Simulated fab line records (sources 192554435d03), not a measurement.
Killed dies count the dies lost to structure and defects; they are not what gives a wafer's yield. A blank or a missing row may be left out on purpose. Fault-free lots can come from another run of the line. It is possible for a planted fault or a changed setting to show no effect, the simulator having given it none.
Problem report, 8D (eight disciplines) form, completed by code :: flow n5_finfet :: the parts of the form that need people (team, actions taken, sign-off) are left out

== 1. THE PROBLEM ==
Mean of killed_at_M4_up at N5_PASSIVATION_PROBE_49: 123 across 6 wafers in 2 lots; on wafers with no fault it is 14 (standard deviation 5.7). Relative to the usual mean, that is a shift of +19 standard deviations.
Earliest sighting: wafer L554.1 on prober-01 at day 15 07:29. The record has a number at this step for 21 wafers belonging to 7 lots. Rule for "out", or "out of limits": more than 4 standard deviations from the usual mean. Any other wafer with a number is counted as sound.

== 2. WHAT THIS IS AND IS NOT ==
question: which readings at this step
is: killed_at_M4_up, defect_limited_yield, killed_dies, sort_bin_5_function, sort_n_pass, sort_yield_pct
is not: killed_at_M0_to_M3, killed_at_contacts, killed_at_front_end, killed_at_other, killed_open, killed_short

question: which lots
is: L554, L555
is not: L543, L544, L545, L546, L547

question: which wafers of those lots
is: all that have a number
is not: -

question: read on which tools
is: prober-01
is not: prober-02

question: when
is: from day 15 07:29
is not: up to then (15 sound wafers)

== 3. WHAT RULES OUT EACH SUSPECT ==
Counting: a tool at a process step up to the reading stays a suspect if it ran every lot that is out and no sound lot after the first of them.
- cvd_co-01 at N5_BEOL_M4_CVD_47 (deposits Co from CCTBA/H2, target thk 3 nm, time 223.8 s): kept. It processed each lot that is out, first L554 at day 10 13:25, and no sound lot thereafter; up to then, the last sound lot it processed was L547 at day 8 17:56.
- prober-01 at N5_PASSIVATION_PROBE_49: kept. It processed each lot that is out, first L554 at day 15 07:29, and no sound lot thereafter; up to then, the last sound lot it processed was L546 at day 12 20:53. Out on those wafers are its own readings of defect_limited_yield, killed_at_M4_up, killed_dies, sort_bin_5_function, sort_n_pass, sort_yield_pct.
The count leaves prober-01 at N5_PASSIVATION_PROBE_49 and cvd_co-01 at N5_BEOL_M4_CVD_47.

== 4. THE CAUSE (what the simulator had put in) ==
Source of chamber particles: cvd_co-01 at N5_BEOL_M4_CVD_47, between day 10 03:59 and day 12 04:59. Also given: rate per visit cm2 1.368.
Of the 2 suspects that counting leaves, this tool is one.

== 5. THE EFFECT CHAIN, in route order ==
Each row: a reading whose mean over the struck wafers that have a number lies more than 3 standard deviations from the usual. Readings are gone through only where the record gives a usual standard deviation; hours: the median, over the lots, of the time from a lot's start at the first step in this table giving one to that lot's start at this step; sigmas: the change measured in usual standard deviations.
hours: 0
step: N5_PASSIVATION_PROBE_49
reading: defect_limited_yield
usual: 91.1 %
on struck wafers: 82.5
change: -8.6
sigmas: -6.1

hours: 0
step: N5_PASSIVATION_PROBE_49
reading: killed_at_M4_up
usual: 14
on struck wafers: 123
change: +109
sigmas: +19

hours: 0
step: N5_PASSIVATION_PROBE_49
reading: killed_dies
usual: 105
on struck wafers: 206
change: +102
sigmas: +6.0

hours: 0
step: N5_PASSIVATION_PROBE_49
reading: sort_bin_5_function
usual: 5.3 %
on struck wafers: 10.6
change: +5.3
sigmas: +5.6

hours: 0
step: N5_PASSIVATION_PROBE_49
reading: sort_n_pass
usual: 1075
on struck wafers: 974
change: -102
sigmas: -6.0

hours: 0
step: N5_PASSIVATION_PROBE_49
reading: sort_yield_pct
usual: 91.1 %
on struck wafers: 82.5
change: -8.6
sigmas: -6.1
Process steps it contains:
- N5_PASSIVATION_PROBE_49

== 6. HOW IT WOULD HAVE BEEN CAUGHT EARLIER ==
In this record the first reading out of limits was taken at day 15 07:29, 124 hours after the fault began at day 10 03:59.
Tool readings at N5_BEOL_M4_CVD_47 with a usual standard deviation given in the record: none out on any struck wafer, hence no alarm at a limit of 4 standard deviations on them.
Each of the lots that are out, 2 in all, had begun N5_BEOL_M4_CVD_47 on cvd_co-01 no later than day 15 07:29. Tool hold at that time: it would have spared none of them.
